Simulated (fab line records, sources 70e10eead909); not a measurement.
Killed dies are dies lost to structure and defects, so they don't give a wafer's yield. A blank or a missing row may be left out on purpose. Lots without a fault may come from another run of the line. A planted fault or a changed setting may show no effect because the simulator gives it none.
Which tool did it? | flow nand_harc | 13 lots, 39 wafers sampled, at 5 steps of a route of 1159

WHAT THE GAUGES READ, wafer by wafer
NHARC_END_SORT_01. Usual: killed_at_array 25, standard deviation 9.2; killed_at_other 0.8, standard deviation 1.2; killed_at_periphery 3.9, standard deviation 2.6; killed_dies 30, standard deviation 9.7; killed_open 3.4, standard deviation 1.9; killed_short 2.0, standard deviation 1.4.
lot  | measured     | on        | killed_at_array | killed_at_other | killed_at_periphery | killed_dies | killed_open | killed_short | flag
L184 | day 23 09:42 | prober-01 | 559 31 25       | 0 1 2           | 7 7 4               | 566 39 31   | 2 2 3       | 2 4 1        | OFF
L186 | day 23 15:56 | prober-01 | 25 24 532       | 1 1 0           | 2 4 0               | 28 29 532   | 1 5 1       | 1 1 0        | OFF

WHICH TOOL RAN EACH LOT (tool, then ch and the chambers of the sampled wafers, then the start)
lot  | NHARC_A_WL_FILL_CVD_03        | NHARC_THIN_TSV_CMP_01         | NHARC_THIN_TSV_ETCH_44             | NHARC_THIN_TSV_DEGAS_53
L168 | cvd_w-01 ch 0,1, day 14 14:10 | cmp-03 ch 0,2,3, day 19 03:56 | rie_diel-11 ch 1,2,3, day 19 05:30 | pvd_sputter-01, day 19 10:25
L170 | cvd_w-02 ch 0, day 15 08:38   | cmp-04 ch 1,3, day 19 06:21   | rie_diel-11 ch 0,2, day 19 07:57   | pvd_sputter-01, day 19 12:25
L169 | cvd_w-01 ch 0,1, day 15 08:52 | cmp-01 ch 2,3, day 19 05:10   | rie_diel-11 ch 0,2,3, day 19 06:44 | pvd_sputter-01, day 19 11:17
L171 | cvd_w-02 ch 0,1, day 16 00:50 | cmp-04 ch 1,2,3, day 19 14:53 | rie_diel-05 ch 1,2,3, day 19 16:26 | pvd_sputter-03, day 19 21:23
L172 | cvd_w-01 ch 0,1, day 16 00:56 | cmp-04 ch 2,3, day 20 02:51   | rie_diel-11 ch 0,3, day 20 04:34   | pvd_sputter-01, day 20 09:37
L173 | cvd_w-02 ch 0,1, day 16 04:04 | cmp-01 ch 0,1,2, day 19 16:06 | rie_diel-10 ch 1,2,3, day 19 17:39 | pvd_sputter-01, day 19 22:10
L176 | cvd_w-01 ch 0,1, day 16 22:41 | cmp-03 ch 0,1,3, day 20 10:51 | rie_diel-11 ch 0,1,3, day 20 12:34 | pvd_sputter-01, day 20 17:04
L174 | cvd_w-01 ch 0,1, day 17 02:29 | cmp-01 ch 1,2,3, day 20 15:44 | rie_diel-05 ch 1,2,3, day 20 17:22 | pvd_sputter-03, day 20 21:58
L178 | cvd_w-02 ch 0,1, day 17 11:45 | cmp-01 ch 0,1,2, day 21 02:11 | rie_diel-11 ch 1,3, day 21 03:47   | pvd_sputter-01, day 21 08:24
L177 | cvd_w-01 ch 0,1, day 17 13:26 | cmp-01 ch 2,3, day 21 03:26   | rie_diel-11 ch 0,1,3, day 21 04:59 | pvd_sputter-03, day 21 09:46
L184 | cvd_w-02 ch 0,1, day 18 16:36 | cmp-01 ch 1,3, day 22 14:31   | rie_diel-10 ch 1,2, day 22 16:04   | pvd_sputter-02, day 22 20:41
L186 | cvd_w-02 ch 0,1, day 19 01:30 | cmp-01 ch 2,3, day 22 19:16   | rie_diel-10 ch 0,2, day 22 20:58   | pvd_sputter-01, day 23 01:23
L188 | cvd_w-01 ch 0,1, day 19 18:50 | cmp-03 ch 1,2,3, day 23 02:29 | rie_diel-05 ch 0,1,2, day 23 03:58 | pvd_sputter-01, day 23 08:38
- NHARC_A_WL_FILL_CVD_03: deposits W, target thk 40 nm, time 3302 s.
- NHARC_THIN_TSV_CMP_01: polishes.
- NHARC_THIN_TSV_ETCH_44: etches the open film in CF4/O2, target depth 1594.2 nm, time 797.1 s.
- NHARC_THIN_TSV_DEGAS_53: time 60 s.

WHAT THE TOOLS THEMSELVES READ (means of the sampled wafers that have a number; where no wafer has one, the mark that the record gives instead)
NHARC_A_WL_FILL_CVD_03. Usual: heater_power_outer_w 282 W, standard deviation 41; heater_power_w 507 W, standard deviation 54; throttle_valve_pct 8.2 %, standard deviation 0.35.
lot  | tool     | heater_power_outer_w (W) | heater_power_w (W) | throttle_valve_pct (%) | flag
L168 | cvd_w-01 | 260                      | 489                | 8.2                    |
L170 | cvd_w-02 | 360                      | 616                | 7.9                    |
L169 | cvd_w-01 | 248                      | 467                | 8.3                    |
L171 | cvd_w-02 | 336                      | 560                | 8.0                    |
L172 | cvd_w-01 | 255                      | 497                | 8.1                    |
L173 | cvd_w-02 | 302                      | 526                | 8.3                    |
L176 | cvd_w-01 | 263                      | 491                | 8.3                    |
L174 | cvd_w-01 | 255                      | 491                | 8.1                    |
L178 | cvd_w-02 | 298                      | 514                | 8.5                    |
L177 | cvd_w-01 | 260                      | 490                | 8.3                    |
L184 | cvd_w-02 | 301                      | 521                | 8.4                    |
L186 | cvd_w-02 | 300                      | 527                | 8.4                    |
L188 | cvd_w-01 | 262                      | 493                | 8.3                    |

NHARC_THIN_TSV_CMP_01. Usual: motor_current_A 11.3 A, standard deviation 0.83.
lot  | tool   | motor_current_A (A) | flag
L168 | cmp-03 | 11.4                |
L170 | cmp-04 | 10.5                |
L169 | cmp-01 | 11.8                |
L171 | cmp-04 | 10.3                |
L172 | cmp-04 | 10.7                |
L173 | cmp-01 | 11.2                |
L176 | cmp-03 | 11.5                |
L174 | cmp-01 | 12.0                |
L178 | cmp-01 | 11.2                |
L177 | cmp-01 | 11.3                |
L184 | cmp-01 | 12.3                |
L186 | cmp-01 | 12.0                |
L188 | cmp-03 | 11.4                |

NHARC_THIN_TSV_ETCH_44. Usual: drypump_motor_current_A 5.7 A, standard deviation 0.38; oes_product_au 1.005 a.u., standard deviation 0.011; rf_vpp_V 796 V, standard deviation 5.2; showerhead_plenum_p_Torr 1.86 Torr, standard deviation 0.085; throttle_valve_pct 16.915 %, standard deviation 0.0095.
lot  | tool        | drypump_motor_current_A (A) | oes_product_au (a.u.) | rf_vpp_V (V) | showerhead_plenum_p_Torr (Torr) | throttle_valve_pct (%) | flag
L168 | rie_diel-11 | 6.0                         | 1.020                 | 796          | 1.88                            | 16.913                 |
L170 | rie_diel-11 | 5.7                         | 1.013                 | 801          | 1.93                            | 16.906                 |
L169 | rie_diel-11 | 5.9                         | 1.021                 | 801          | 1.93                            | 16.918                 |
L171 | rie_diel-05 | 5.5                         | 1.003                 | 795          | 1.85                            | 16.917                 |
L172 | rie_diel-11 | 6.1                         | 1.022                 | 800          | 1.93                            | 16.908                 |
L173 | rie_diel-10 | 5.7                         | 1.002                 | 797          | 1.86                            | 16.915                 |
L176 | rie_diel-11 | 5.8                         | 1.006                 | 796          | 1.86                            | 16.908                 |
L174 | rie_diel-05 | 5.5                         | 1.002                 | 796          | 1.85                            | 16.920                 |
L178 | rie_diel-11 | 5.9                         | 1.009                 | 792          | 1.81                            | 16.919                 |
L177 | rie_diel-11 | 5.8                         | 1.002                 | 797          | 1.86                            | 16.920                 |
L184 | rie_diel-10 | 5.4                         | 1.002                 | 798          | 1.91                            | 16.905                 |
L186 | rie_diel-10 | 5.5                         | 0.998                 | 796          | 1.86                            | 16.909                 |
L188 | rie_diel-05 | 5.8                         | 0.999                 | 798          | 1.89                            | 16.910                 |

NHARC_THIN_TSV_DEGAS_53. Usual: heater_power_w 476 W, standard deviation 33.
lot  | tool           | heater_power_w (W) | flag
L168 | pvd_sputter-01 | 502                |
L170 | pvd_sputter-01 | 496                |
L169 | pvd_sputter-01 | 469                |
L171 | pvd_sputter-03 | 472                |
L172 | pvd_sputter-01 | 475                |
L173 | pvd_sputter-01 | 475                |
L176 | pvd_sputter-01 | 533                |
L174 | pvd_sputter-03 | 465                |
L178 | pvd_sputter-01 | 490                |
L177 | pvd_sputter-03 | 465                |
L184 | pvd_sputter-02 | 462                |
L186 | pvd_sputter-01 | 450                |
L188 | pvd_sputter-01 | 466                |

THE ANSWER, worked out from the rows above alone
Rule: a lot is off if the mean of its wafers that have a number lies more than 3 standard deviations from the usual mean. A lot without any number at a reading at which 4 lots or more have one is off too. The other lots that the step has rows for count as sound. The gauges are gone through in route order, then the tools' own readings, and for those a lot's mean is taken as printed above. The first step at which some lot is off is used, and at that step the reading that is off furthest; a lot without a number counts as furthest.
Off: L184, L186, at NHARC_END_SORT_01 (killed_at_array). Neither off nor sound, because the step has no rows for them: L168, L170, L169, L171, L172, L173, L176, L174, L178, L177, L188.
A tool fits if, at a process step before that reading, it ran every lot that is off, and no sound lot after the first of them. The gauges at NHARC_END_SORT_01 are tried like those tools. Can't be told from this: 4 tools fit, cvd_w-02 at NHARC_A_WL_FILL_CVD_03, cmp-01 at NHARC_THIN_TSV_CMP_01, rie_diel-10 at NHARC_THIN_TSV_ETCH_44, prober-01 at NHARC_END_SORT_01.

WHAT THE SIMULATOR HAD PUT IN
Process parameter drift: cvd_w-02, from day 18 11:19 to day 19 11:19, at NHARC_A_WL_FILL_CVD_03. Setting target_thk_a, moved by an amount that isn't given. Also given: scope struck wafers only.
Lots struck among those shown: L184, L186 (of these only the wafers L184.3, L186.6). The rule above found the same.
